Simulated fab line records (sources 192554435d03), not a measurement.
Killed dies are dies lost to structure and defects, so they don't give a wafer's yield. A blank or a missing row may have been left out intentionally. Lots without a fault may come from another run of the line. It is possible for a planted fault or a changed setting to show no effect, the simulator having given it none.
Struck lot and sound lot, side by side | flow n5_finfet | 37 out of 1938 route steps
Sound: the wafers L911.1, L911.2, L911.4. Struck: wafers L913.1, L913.5. The cause is given at the end.
Order at every step that has rows: each side's tool, ch and its chambers, its first start. Under that, the readings that differ: sound wafers | struck wafers | difference of the means | sigmas: that difference in standard deviations of wafers without a fault.
alike: readings with means less than 2 such deviations apart, plus words and numbers identical on both sides. not compared: withheld readings, readings lacking a value on some wafer, bounds such as >300 that could conceal the same value, and numbers that have no deviation in the record and whose values overlap.
A row with sigmas, a row that says differs or no value, or rows on one side alone: a step with any of these is where the two part. Non-overlapping numbers with no deviation appear without sigmas and do not part them. A reading missing from all wafers of one side parts the sides only when that side holds two or more wafers.

first, 10 steps without rows for these wafers: N5_DUMMY_GATE_ETCH_32 (etches SiO2 in CF4, target depth 3.5 nm, time 3.9 s); N5_DUMMY_GATE_ETCH_23 (etches poly-Si in HBr/Cl2/O2, target depth 41 nm, time 22.3 s); N5_DUMMY_GATE_ETCH_44 (etches poly-Si in HBr/O2, stops on SiO2, target depth 127.5 nm); N5_DUMMY_GATE_ETCH_42 (etches SiO2 in CHF3/O2, target depth 3.5 nm, time 31 s); N5_DUMMY_GATE_STRIP_48 (strips in N2/H2, time 20 s); N5_DUMMY_GATE_PRECLEAN_33 (cleans in dHF, time 10 s); N5_DUMMY_GATE_PRECLEAN_25 (cleans in O3/DIW, time 45 s); N5_DUMMY_GATE_PRECLEAN_51 (cleans in SC2, time 45 s); N5_DUMMY_GATE_SRD_26 (time 30 s); N5_DUMMY_GATE_UV_OZONE_45 (time 120 s).
N5_SPACER0_ALD_07: deposits SiNx, target thk 2 nm.
  sound on ald_sin-02 ch 0,1,3, day 3 23:08; struck on ald_sin-02 ch 0,1, day 4 15:18
  reading                                  | sound | struck  | difference | sigmas
  model.SiNx_of_SPACER0_ALD_07.thk_nm (nm) | 2 2 2 | 1.4 1.6 | -0.5       |
  alike: heater_power_w
  not compared: since_wet_clean_h
then, 25 steps without rows for these wafers: N5_SPACER0_ALD_00 (deposits SiOCN, target thk 3.5 nm, pulse time 3 s, purge time 2 s); N5_SPACER0_ALD_08 (deposits SiNx, target thk 2 nm); N5_SD_EPI_N_COAT_32 (time 60 s, resist thk 350 nm); N5_SD_EPI_N_COAT_33 (time 60 s, resist thk 35 nm); N5_SD_EPI_N_COAT_03 (resist thk 150 nm); N5_SD_EPI_N_EBR_05; N5_SD_EPI_N_SOFTBAKE_04 (time 60 s); N5_SD_EPI_N_EXPOSE_06 (exposes mask SD N BLK, target cd 120 nm); N5_SD_EPI_N_PEB_07 (peb time 60 s); N5_SD_EPI_N_DEVELOP_08 (develop time 30 s); N5_SD_EPI_N_DESCUM_14 (chemistry O2, time 7.9 s); N5_SD_EPI_N_ETCH_34 (etches SiARC in CF4, target depth 45.5 nm, time 75.8 s); N5_SD_EPI_N_ETCH_35 (etches SOC in N2/H2, overetch 108 nm, time 486 s); N5_SD_EPI_N_STRIP_36 (strips in N2/H2); N5_SD_EPI_N_ETCHBACK_44 (etches SiNx in CH3F/O2, stops on SiO2, target depth 14.5 nm); N5_SD_EPI_N_ETCH_45 (etches SiOCN in CH3F/O2, target depth 6 nm); N5_SD_EPI_N_ETCH_16 (etches SiO2 in CHF3/O2, target depth 5 nm); N5_SD_EPI_N_STRIP_47 (strips in CHF3/O2); N5_SD_EPI_N_SD_RECESS_17 (chemistry HBr/Cl2/O2, target depth 41 nm, time 23.7 s, bt time 3 s); N5_SD_EPI_N_STRIP_38 (strips in N2/H2); N5_SD_EPI_N_WET_ETCH_43 (etches SiO2 in dHF, time 14 s, target depth 1.5 nm); N5_SD_EPI_N_STRIP_18 (strips in SPM, time 750 s); N5_SD_EPI_N_SRD_20 (time 30 s); N5_SD_EPI_N_PRECLEAN_48 (cleans in NF3:NH3, afs cycles 2, time 20 s, sublimation time 60 s); N5_SD_EPI_N_VAPOR_ETCH_50 (etches Si in HCl, time 54 s).
-- the record jumps here: 5 days lie between the struck wafers' starts before and after (it left off in module SD_EPI_N and takes up again in module BEOL_M4, whose first step shown is number 1111 of the route) --
N5_BEOL_M4_RC_MEAS_101:
  sound on prober-01 ch 0, day 9 05:26; struck on prober-02 ch 0, day 10 01:40
  reading         | sound            | struck    | difference | sigmas
  DIBL_P (mV/V)   | 34.6 33.6 33.3   | 40.0 37.0 | +4.7       | +2
  ION_N (uA/um)   | 671 659 661      | 704 684   | +30        | +3
  ION_P (uA/um)   | 463 451 459      | 481 474   | +20        | +3
  REXT_P (ohm.um) | 103.0 99.8 100.2 | 94.2 94.0 | -6.9       | -3
  alike: DIBL_N, IOFF_N, IOFF_P, REXT_N, SS_N, SS_P, VT_N, VT_P

== WHERE THEY PART ==
N5_BEOL_M4_RC_MEAS_101 only, going by this record.

WHY: the cause the simulator had injected
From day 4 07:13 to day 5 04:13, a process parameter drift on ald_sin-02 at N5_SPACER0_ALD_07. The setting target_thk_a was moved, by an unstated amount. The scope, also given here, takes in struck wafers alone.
